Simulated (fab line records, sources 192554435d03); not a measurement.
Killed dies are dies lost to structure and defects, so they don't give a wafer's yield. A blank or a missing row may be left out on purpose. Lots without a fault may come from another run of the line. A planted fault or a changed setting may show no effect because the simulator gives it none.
Which tool did it? | flow n5_finfet | 22 lots, 66 wafers sampled, at 3 steps of a route of 1938

WHAT THE GAUGES READ, wafer by wafer
N5_BEOL_M12_OCD_MEAS_35.
lot  | measured     | on     | trench_depth_nm (nm)
L074 | day 11 05:55 | ocd-01 | 326 318 322
L075 | day 11 16:08 | ocd-02 | 316 313 319
L076 | day 12 01:02 | ocd-01 | 323 312 321
L079 | day 12 06:43 | ocd-02 | 318 318 318
L077 | day 12 16:22 | ocd-01 | 313 325 320
L080 | day 13 13:07 | ocd-02 | 320 313 318
L082 | day 13 17:02 | ocd-01 | 316 316 317
L081 | day 14 00:24 | ocd-02 | 321 322 322
L086 | day 14 12:06 | ocd-01 | 321 325 314
L085 | day 15 00:54 | ocd-02 | 319 322 313
L083 | day 15 03:30 | ocd-02 | 318 326 316
L088 | day 15 09:01 | ocd-01 | 311 312 314
L087 | day 15 12:01 | ocd-01 | 319 320 315
L089 | day 15 13:00 | ocd-01 | 321 320 322
L090 | day 15 18:11 | ocd-02 | 310 316 319
L091 | day 16 11:48 | ocd-02 | 321 324 319
L093 | day 16 17:28 | ocd-01 | 311 312 322
L094 | day 16 19:12 | ocd-01 | 317 312 318
L092 | day 16 19:26 | ocd-02 | 322 314 324
L095 | day 16 22:37 | ocd-02 | 323 319 326
L096 | day 17 17:11 | ocd-02 | 319 318 319
L097 | day 18 03:38 | ocd-01 | 326 321 322

WHICH TOOL RAN EACH LOT (tool, then ch and the chambers of the sampled wafers, then the start)
lot  | N5_BEOL_M11_ANNEAL_51            | N5_BEOL_M12_ETCH_67
L074 | rtp_anneal-02 ch 0, day 11 02:47 | rie_diel-04 ch 0,1,3, day 11 05:25
L075 | rtp_anneal-01 ch 0, day 11 13:12 | rie_diel-05 ch 0,1, day 11 15:39
L076 | rtp_anneal-01 ch 0, day 11 21:49 | rie_diel-02 ch 2,3, day 12 00:33
L079 | rtp_anneal-02 ch 0, day 12 03:56 | rie_diel-05 ch 2,3, day 12 06:14
L077 | rtp_anneal-02 ch 0, day 12 13:21 | rie_diel-02 ch 0,2,3, day 12 15:53
L080 | rtp_anneal-01 ch 0, day 13 10:03 | rie_diel-05 ch 0,2, day 13 12:37
L082 | rtp_anneal-01 ch 0, day 13 14:01 | rie_diel-04 ch 2,3, day 13 16:33
L081 | rtp_anneal-01 ch 0, day 13 21:32 | rie_diel-05 ch 1,2, day 13 23:55
L086 | rtp_anneal-01 ch 0, day 14 08:56 | rie_diel-02 ch 0,1,2, day 14 11:37
L085 | rtp_anneal-02 ch 0, day 14 21:49 | rie_diel-02 ch 0,1,2, day 15 00:25
L083 | rtp_anneal-01 ch 0, day 15 00:35 | rie_diel-02 ch 0,1,3, day 15 03:01
L088 | rtp_anneal-01 ch 0, day 15 05:58 | rie_diel-05 ch 0,1, day 15 08:32
L087 | rtp_anneal-01 ch 0, day 15 09:14 | rie_diel-04 ch 1,2, day 15 11:31
L089 | rtp_anneal-02 ch 0, day 15 09:50 | rie_diel-02 ch 0,2, day 15 12:31
L090 | rtp_anneal-01 ch 0, day 15 15:12 | rie_diel-05 ch 0,2,3, day 15 17:41
L091 | rtp_anneal-01 ch 0, day 16 08:58 | rie_diel-04 ch 1,3, day 16 11:19
L093 | rtp_anneal-02 ch 0, day 16 14:31 | rie_diel-02 ch 1,2,3, day 16 16:58
L094 | rtp_anneal-02 ch 0, day 16 15:57 | rie_diel-05 ch 0,1,3, day 16 18:43
L092 | rtp_anneal-01 ch 0, day 16 16:35 | rie_diel-04 ch 1,2, day 16 18:57
L095 | rtp_anneal-01 ch 0, day 16 19:56 | rie_diel-04 ch 1,2, day 16 22:08
L096 | rtp_anneal-02 ch 0, day 17 13:30 | rie_diel-05 ch 1,2,3, day 17 16:42
L097 | rtp_anneal-02 ch 0, day 18 00:43 | rie_diel-04 ch 1,2,3, day 18 03:09
- N5_BEOL_M11_ANNEAL_51: time 90 s.
- N5_BEOL_M12_ETCH_67: etches SiARC in CF4, target depth 143 nm, time 238.3 s.

WHAT THE TOOLS THEMSELVES READ (means of the sampled wafers that have a number; where no wafer has one, the mark that the record gives instead)
N5_BEOL_M11_ANNEAL_51.
lot  | tool          | wafer_temp_C_max
L074 | rtp_anneal-02 | 226.6
L075 | rtp_anneal-01 | 226.0
L076 | rtp_anneal-01 | 226.2
L079 | rtp_anneal-02 | 226.3
L077 | rtp_anneal-02 | 226.7
L080 | rtp_anneal-01 | 225.9
L082 | rtp_anneal-01 | 225.7
L081 | rtp_anneal-01 | 226.0
L086 | rtp_anneal-01 | 226.1
L085 | rtp_anneal-02 | 226.6
L083 | rtp_anneal-01 | 226.2
L088 | rtp_anneal-01 | 225.9
L087 | rtp_anneal-01 | 225.9
L089 | rtp_anneal-02 | 226.9
L090 | rtp_anneal-01 | 226.0
L091 | rtp_anneal-01 | 226.2
L093 | rtp_anneal-02 | 227.2
L094 | rtp_anneal-02 | 227.3
L092 | rtp_anneal-01 | 226.0
L095 | rtp_anneal-01 | 225.7
L096 | rtp_anneal-02 | 226.6
L097 | rtp_anneal-02 | 226.0

N5_BEOL_M12_ETCH_67.
lot  | tool        | drypump_motor_current_A (A) | etch_rf_on_time_s (s) | oes_product_au (a.u.) | rf_vpp_V (V) | showerhead_plenum_p_Torr (Torr) | throttle_valve_pct (%)
L074 | rie_diel-04 | 6.2                         | 235                   | 0.65                  | 184.0        | 2.13                            | 15.52
L075 | rie_diel-05 | 5.4                         | 237                   | 0.63                  | 182.5        | 2.06                            | 15.71
L076 | rie_diel-02 | 6.2                         | 236                   | 0.74                  | 184.1        | 2.13                            | 15.42
L079 | rie_diel-05 | 6.1                         | 238                   | 0.77                  | 184.7        | 2.22                            | 15.42
L077 | rie_diel-02 | 5.9                         | 239                   | 0.69                  | 184.5        | 2.18                            | 15.42
L080 | rie_diel-05 | 5.7                         | 239                   | 0.69                  | 185.3        | 2.25                            | 15.52
L082 | rie_diel-04 | 6.1                         | 239                   | 0.66                  | 183.1        | 2.09                            | 15.77
L081 | rie_diel-05 | 5.5                         | 240                   | 0.65                  | 182.8        | 2.07                            | 15.74
L086 | rie_diel-02 | 5.7                         | 238                   | 0.69                  | 184.7        | 2.19                            | 15.48
L085 | rie_diel-02 | 5.7                         | 237                   | 0.69                  | 184.1        | 2.19                            | 15.48
L083 | rie_diel-02 | 5.6                         | 238                   | 0.63                  | 185.4        | 2.22                            | 15.54
L088 | rie_diel-05 | 5.5                         | 236                   | 0.62                  | 184.1        | 2.12                            | 15.66
L087 | rie_diel-04 | 6.1                         | 236                   | 0.76                  | 184.1        | 2.20                            | 15.40
L089 | rie_diel-02 | 5.7                         | 237                   | 0.69                  | 185.0        | 2.19                            | 15.39
L090 | rie_diel-05 | 5.9                         | 239                   | 0.69                  | 185.2        | 2.21                            | 15.52
L091 | rie_diel-04 | 6.0                         | 232                   | 0.79                  | 184.6        | 2.15                            | 15.16
L093 | rie_diel-02 | 5.9                         | 238                   | 0.66                  | 184.7        | 2.17                            | 15.57
L094 | rie_diel-05 | 5.7                         | 239                   | 0.65                  | 183.8        | 2.11                            | 15.65
L092 | rie_diel-04 | 6.1                         | 236                   | 0.74                  | 184.5        | 2.20                            | 15.42
L095 | rie_diel-04 | 6.1                         | 239                   | 0.70                  | 184.2        | 2.13                            | 15.65
L096 | rie_diel-05 | 5.8                         | 241                   | 0.66                  | 184.3        | 2.13                            | 15.66
L097 | rie_diel-04 | 6.0                         | 238                   | 0.73                  | 183.7        | 2.14                            | 15.44

THE ANSWER, worked out from the rows above alone
Rule: what is usual is taken from the lots themselves. Put in order of their means at a reading, lots are off if they are a third of the lots or fewer, leave a main group of 4 or more, and stand apart from it by a gap of 3 or more times the standard deviation of the main group's means; of several such gaps the widest counts. A main group whose means are all the same, to the digits that the tables above print for the reading, isn't used. A lot without any number at a reading at which 4 lots or more have one is off too. The other lots that the step has rows for count as sound. The gauges are gone through in route order, then the tools' own readings, and for those a lot's mean is taken as printed above. The first step at which some lot is off is used, and at that step the reading that is off furthest; a lot without a number counts as furthest.
No lot is off at any reading shown: from this, nothing can be told.

WHAT THE SIMULATOR HAD PUT IN
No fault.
